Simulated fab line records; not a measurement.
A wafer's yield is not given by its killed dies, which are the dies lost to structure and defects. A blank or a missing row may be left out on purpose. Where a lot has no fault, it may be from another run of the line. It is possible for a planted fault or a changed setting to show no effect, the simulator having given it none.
Struck lot and sound lot, side by side / flow n5-finfet / 38 out of 1938 route steps
Sound: wafers L845.3, L845.4, L845.6. Struck: wafer L844.4 (L844.1, L844.2, from the same lot, were not struck and are left out); the cause is given at the end.
At each step with rows: each side's tool, then ch and its chambers, then its first start. Under that, the readings that differ: sound wafers / struck wafers / difference of the means / sigmas: that difference in standard deviations of wafers without a fault.
alike: same words and numbers on both sides, and readings whose means sit less than 2 such deviations apart. not compared: any withheld reading, any reading some wafer has no value for, any bound like >300 that may hide the same value, and any number with overlapping values for which the record gives no deviation.
The two part at a step that has a row with sigmas, a row that says differs or no value, or rows on one side only. Non-overlapping numbers with no deviation appear without sigmas and do not part them. A reading that every wafer of one side lacks parts them only if that side has two wafers or more.

first, 10 steps without rows for these wafers: N5_DUMMY_GATE_ETCH_32 (etches SiO2 in CF4, target depth 3.5 nm, time 3.9 s); N5_DUMMY_GATE_ETCH_23 (etches poly-Si in HBr/Cl2/O2, target depth 41 nm, time 22.3 s); N5_DUMMY_GATE_ETCH_44 (etches poly-Si in HBr/O2, stops on SiO2, target depth 127.5 nm); N5_DUMMY_GATE_ETCH_42 (etches SiO2 in CHF3/O2, target depth 3.5 nm, time 31 s); N5_DUMMY_GATE_STRIP_48 (strips in N2/H2, time 20 s); N5_DUMMY_GATE_PRECLEAN_33 (cleans in dHF, time 10 s); N5_DUMMY_GATE_PRECLEAN_25 (cleans in O3/DIW, time 45 s); N5_DUMMY_GATE_PRECLEAN_51 (cleans in SC2, time 45 s); N5_DUMMY_GATE_SRD_26 (time 30 s); N5_DUMMY_GATE_UV_OZONE_45 (time 120 s).
N5_SPACER0_ALD_07: deposits SiNx, target thk 2 nm.
  sound on ald-sin-04 ch 2,3, day 6 11:09; struck on ald-sin-01 ch 0, day 6 06:46
  alike: heater-power-w
then, 25 steps without rows for these wafers: N5_SPACER0_ALD_00 (deposits SiOCN, target thk 3.5 nm, pulse time 3 s, purge time 2 s); N5_SPACER0_ALD_08 (deposits SiNx, target thk 2 nm); N5_SD_EPI_N_COAT_32 (time 60 s, resist thk 350 nm); N5_SD_EPI_N_COAT_33 (time 60 s, resist thk 35 nm); N5_SD_EPI_N_COAT_03 (resist thk 150 nm); N5_SD_EPI_N_EBR_05; N5_SD_EPI_N_SOFTBAKE_04 (time 60 s); N5_SD_EPI_N_EXPOSE_06 (exposes mask SD N BLK, target cd 120 nm); N5_SD_EPI_N_PEB_07 (peb time 60 s); N5_SD_EPI_N_DEVELOP_08 (develop time 30 s); N5_SD_EPI_N_DESCUM_14 (chemistry O2, time 7.9 s); N5_SD_EPI_N_ETCH_34 (etches SiARC in CF4, target depth 45.5 nm, time 75.8 s); N5_SD_EPI_N_ETCH_35 (etches SOC in N2/H2, overetch 108 nm, time 486 s); N5_SD_EPI_N_STRIP_36 (strips in N2/H2); N5_SD_EPI_N_ETCHBACK_44 (etches SiNx in CH3F/O2, stops on SiO2, target depth 14.5 nm); N5_SD_EPI_N_ETCH_45 (etches SiOCN in CH3F/O2, target depth 6 nm); N5_SD_EPI_N_ETCH_16 (etches SiO2 in CHF3/O2, target depth 5 nm); N5_SD_EPI_N_STRIP_47 (strips in CHF3/O2); N5_SD_EPI_N_SD_RECESS_17 (chemistry HBr/Cl2/O2, target depth 41 nm, time 23.7 s, bt time 3 s); N5_SD_EPI_N_STRIP_38 (strips in N2/H2); N5_SD_EPI_N_WET_ETCH_43 (etches SiO2 in dHF, time 14 s, target depth 1.5 nm); N5_SD_EPI_N_STRIP_18 (strips in SPM, time 750 s); N5_SD_EPI_N_SRD_20 (time 30 s); N5_SD_EPI_N_PRECLEAN_48 (cleans in NF3:NH3, afs cycles 2, time 20 s, sublimation time 60 s); N5_SD_EPI_N_VAPOR_ETCH_50 (etches Si in HCl, time 54 s).
-- here the record skips 6 days between the struck wafers' starts before and after, leaving off in module SD_EPI_N and picking up in module BEOL_M4 (first step shown: number 1111 of the route) --
N5_BEOL_M4_RC_MEAS_101:
  sound on prober-01 ch 0, day 12 16:32; struck on prober-01 ch 0, day 12 06:58
  alike: DIBL_N, DIBL_P, IOFF_N, IOFF_P, ION_N, ION_P, SS_N, SS_P, VT_N, VT_P
-- record jumps: 4 days separate the struck wafers' starts on either side; left off in module BEOL_M4, taken up again in module PASSIVATION, whose first shown step is the route's number 1936 --
N5_PASSIVATION_PROBE_49:
  struck on prober-01, day 16 15:28; sound on prober-01, day 17 03:10
reading=defect-limited-yield (%); sound=91.1 90.2 92.2; struck=72.6; difference=-18.6; sigmas=-13
reading=killed_at_M4_up; sound=18 30 21; struck=4; difference=-19; sigmas=-3
reading=killed-at-contacts; sound=8 5 7; struck=20; difference=+13; sigmas=+2
reading=killed-at-front-end; sound=41 46 37; struck=270; difference=+229; sigmas=+19
reading=killed-dies; sound=105 116 92; struck=323; difference=+219; sigmas=+13
reading=killed-on-rim; sound=10 16 13; struck=145; difference=+132; sigmas=+34
reading=sort-n-pass; sound=1075 1064 1088; struck=857; difference=-219; sigmas=-13
reading=sort-yield-pct (%); sound=91.1 90.2 92.2; struck=72.6; difference=-18.6; sigmas=-13
  alike: killed_at_M0_to_M3, killed-at-other, killed-open, killed-short, sort_bin_5_function, sort_bin_6_memory

== WHERE THEY PART ==
N5_PASSIVATION_PROBE_49 only, going by this record.

WHY: whatever the simulator had introduced
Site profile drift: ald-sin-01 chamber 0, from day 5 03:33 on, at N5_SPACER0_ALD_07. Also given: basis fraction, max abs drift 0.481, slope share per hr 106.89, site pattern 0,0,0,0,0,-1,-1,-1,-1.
